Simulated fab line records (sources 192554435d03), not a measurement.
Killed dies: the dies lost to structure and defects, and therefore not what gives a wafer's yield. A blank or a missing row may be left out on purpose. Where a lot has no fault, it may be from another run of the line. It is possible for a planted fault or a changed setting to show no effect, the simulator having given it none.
Matching of chambers | flow n5-finfet | N5_MOL_CONTACT_COAG_DESCUM_45 on rie-diel-02: 4 sister chambers
The step chemistry O2, time 7 s. 16 wafers are shown with their chamber, then 8 later ones without.

EACH WAFER AND ITS CHAMBER
wafer  | chamber | drypump-motor-current-A (A) | showerhead-plenum-p-Torr (Torr) | throttle-valve-pct (%)
L075.3 | 1       | 5.5                         | 2.08                            | 20.73
L075.4 | 0       | 6.3                         | 2.14                            | 20.77
L075.6 | 1       | 5.5                         | 2.08                            | 20.73
L076.1 | 0       | 6.3                         | 2.14                            | 20.78
L076.5 | 1       | 5.4                         | 2.08                            | 20.76
L076.6 | 0       | 6.3                         | 2.14                            | 20.78
L082.1 | 2       | 5.2                         | 2.22                            | 20.42
L082.2 | 1       | 5.5                         | 2.07                            | 20.76
L082.5 | 0       | 6.3                         | 2.14                            | 20.78
L084.2 | 2       | 5.2                         | 2.22                            | 20.43
L084.4 | 3       | 5.7                         | 2.08                            | 20.32
L084.6 | 1       | 5.4                         | 2.07                            | 20.80
L089.1 | 3       | 5.7                         | 2.08                            | 20.34
L089.3 | 2       | 5.2                         | 2.22                            | 20.45
L089.5 | 0       | 6.3                         | 2.13                            | 20.82
L092.3 | 0       | 6.3                         | 2.13                            | 20.82

SIGNATURES (means of the wafers above)
reading                  | chamber 0 | chamber 1 | chamber 2 | chamber 3 | scatter within a chamber
drypump-motor-current-A  | 6.300     | 5.460     | 5.200     | 5.700     | 0.0316
showerhead-plenum-p-Torr | 2.1367    | 2.0760    | 2.2200    | 2.0800    | 0.00459
throttle-valve-pct       | 20.7917   | 20.7560   | 20.4333   | 20.3300   | 0.0232
Rule: for each reading, subtract the chamber's mean from the wafer's reading, divide by that reading's scatter and square the result; add these up over the readings and take the root, which gives the wafer's distance from the chamber. If the next closest chamber is less than 2 further off than the closest, the wafer can't be placed; otherwise it belongs to the closest. The scatter is the square root of a quotient: the sum, over the shown wafers, of each reading's squared deviation from its chamber's mean, divided by wafers minus chambers.

WAFERS WITH NO CHAMBER GIVEN
wafer  | drypump-motor-current-A (A) | showerhead-plenum-p-Torr (Torr) | throttle-valve-pct (%)
L092.4 | 5.7                         | 2.08                            | 20.36
L092.5 | 6.3                         | 2.13                            | 20.83
L094.1 | 5.2                         | 2.21                            | 20.46
L094.2 | 5.5                         | 2.07                            | 20.51
L094.5 | 5.7                         | 2.07                            | 20.37
L095.1 | 5.2                         | 2.21                            | 20.47
L095.5 | 5.2                         | 2.21                            | 20.47
L095.6 | 5.7                         | 2.07                            | 20.37

WHICH CHAMBER EACH WENT THROUGH
wafer  | from the rows above     | in truth
L092.4 | 3                       | 3
L092.5 | 0                       | 0
L094.1 | 2                       | 2
L094.2 | can't be placed: 3 or 1 | 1
L094.5 | 3                       | 3
L095.1 | 2                       | 2
L095.5 | 2                       | 2
L095.6 | 3                       | 3
7 of 8 placed correctly. From these rows, 1 cannot be placed; in 1 the true chamber is one of the candidates. Wrongly placed: 0.
